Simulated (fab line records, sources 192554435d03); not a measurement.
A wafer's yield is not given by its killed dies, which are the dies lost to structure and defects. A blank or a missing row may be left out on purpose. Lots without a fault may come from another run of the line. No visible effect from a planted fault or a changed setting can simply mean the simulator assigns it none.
A single fault, viewed from 2 desks + flow n5_finfet + what lay behind the numbers comes last; until then each desk has only its own

## AT THE METROLOGY DESK
What the gauges read for every lot (on any tool): the sampled wafers with a number, averaged. Any lot whose mean is over 4 standard deviations away from the usual mean is out of limits and marked OUT; that distance is given in the brackets. 7 of its 11 readings are shown, namely those furthest out on some lot.
Columns: A = DIBL_N at N5_BEOL_M4_RC_MEAS_101, usual 36.3 mV/V; B = IOFF_N at N5_BEOL_M4_RC_MEAS_101, usual 0.155 nA/um; C = IOFF_P at N5_BEOL_M4_RC_MEAS_101, usual 0.204 nA/um; D = ION_N at N5_BEOL_M4_RC_MEAS_101, usual 671 uA/um; E = SS_N at N5_BEOL_M4_RC_MEAS_101, usual 71.5 mV/dec; F = VT_N at N5_BEOL_M4_RC_MEAS_101, usual 250.2 mV; G = VT_P at N5_BEOL_M4_RC_MEAS_101, usual -251 mV
| lot  | first seen here | A    | B     | C     | D   | E    | F     | G    |
|------|-----------------|------|-------|-------|-----|------|-------|------|
| L262 | day 8 13:32     | 36.5 | 0.175 | 0.196 | 677 | 71.1 | 246.5 | -254 |
| L264 | day 8 17:29     | 36.8 | 0.175 | 0.231 | 678 | 71.0 | 248.1 | -247 |
| L265 | day 9 09:59     | 38.9 | 0.191 | 0.246 | 675 | 72.4 | 248.8 | -247 |
| L266 | day 9 11:34     | 36.0 | 0.144 | 0.179 | 669 | 71.3 | 252.7 | -256 |
| L273 | day 11 04:57    | 36.1 | 0.142 | 0.165 | 668 | 71.4 | 251.6 | -256 |
| L278 | day 12 13:32    | 36.1 | 0.151 | 0.205 | 670 | 71.3 | 252.0 | -250 |
| L280 | day 12 22:34    | 36.8 | 0.172 | 0.230 | 674 | 71.2 | 247.8 | -247 |
| L281 | day 13 04:31    | 34.5 | 0.117 | 0.176 | 653 | 71.3 | 253.8 | -252 |
| L282 | day 13 12:27    | 35.9 | 0.146 | 0.183 | 669 | 71.7 | 251.2 | -253 |
This desk's verdict: no lot among the 9 shows anything out of limits.

## DESK OF THE TOOL OWNER: rie_diel-01
The tool's own readings at N5_BEOL_M4_ETCH_69 (etches SiARC in CF4, target depth 15.6 nm, time 26 s): means of the sampled wafers that have a number, for each lot that ran on this tool. Any lot whose mean is over 4 standard deviations away from the usual mean is out of limits and marked OUT; that distance is given in the brackets.
Columns: A = drypump_motor_current_A at N5_BEOL_M4_ETCH_69, usual 5.8 A; B = etch_rf_on_time_s at N5_BEOL_M4_ETCH_69, usual 26.3 s; C = oes_product_au at N5_BEOL_M4_ETCH_69, usual 0.67 a.u.; D = rf_vpp_V at N5_BEOL_M4_ETCH_69, usual 184.1 V; E = showerhead_plenum_p_Torr at N5_BEOL_M4_ETCH_69, usual 2.15 Torr; F = throttle_valve_pct at N5_BEOL_M4_ETCH_69, usual 15.52 %
| lot  | first seen here | A   | B               | C    | D     | E    | F     |
|------|-----------------|-----|-----------------|------|-------|------|-------|
| L264 | day 8 17:40     | 5.3 | 26.2            | 0.69 | 185.1 | 2.26 | 15.33 |
| L265 | day 9 10:20     | 5.5 | 26.2            | 0.66 | 184.7 | 2.18 | 15.42 |
| L266 | day 9 11:44     | 5.2 | 27.9 (+4.1) OUT | 0.70 | 184.4 | 2.23 | 15.21 |
Finding of this desk: L266 out of limits; the first was L266 at day 9 11:44, on etch_rf_on_time_s at N5_BEOL_M4_ETCH_69. L264, L265 stayed within limits.

## PUT TOGETHER
On L266, at day 9 11:44, an alarm was possible from the tool owner's desk.
At the metrology desk, nothing out of limits was observed.
The metrology desk has L266 on record, within its limits.
All the named lots went through N5_BEOL_M4_ETCH_69 on rie_diel-01.

## WHAT WAS PUT IN BY THE SIMULATOR
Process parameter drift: rie_diel-01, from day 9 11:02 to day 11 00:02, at N5_BEOL_M4_ETCH_69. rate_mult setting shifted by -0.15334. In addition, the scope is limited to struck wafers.
Shown lots that were struck: L266.
Time in hours from fault onset to the first out-of-limits reading at each desk: the tool owner's desk, 1.
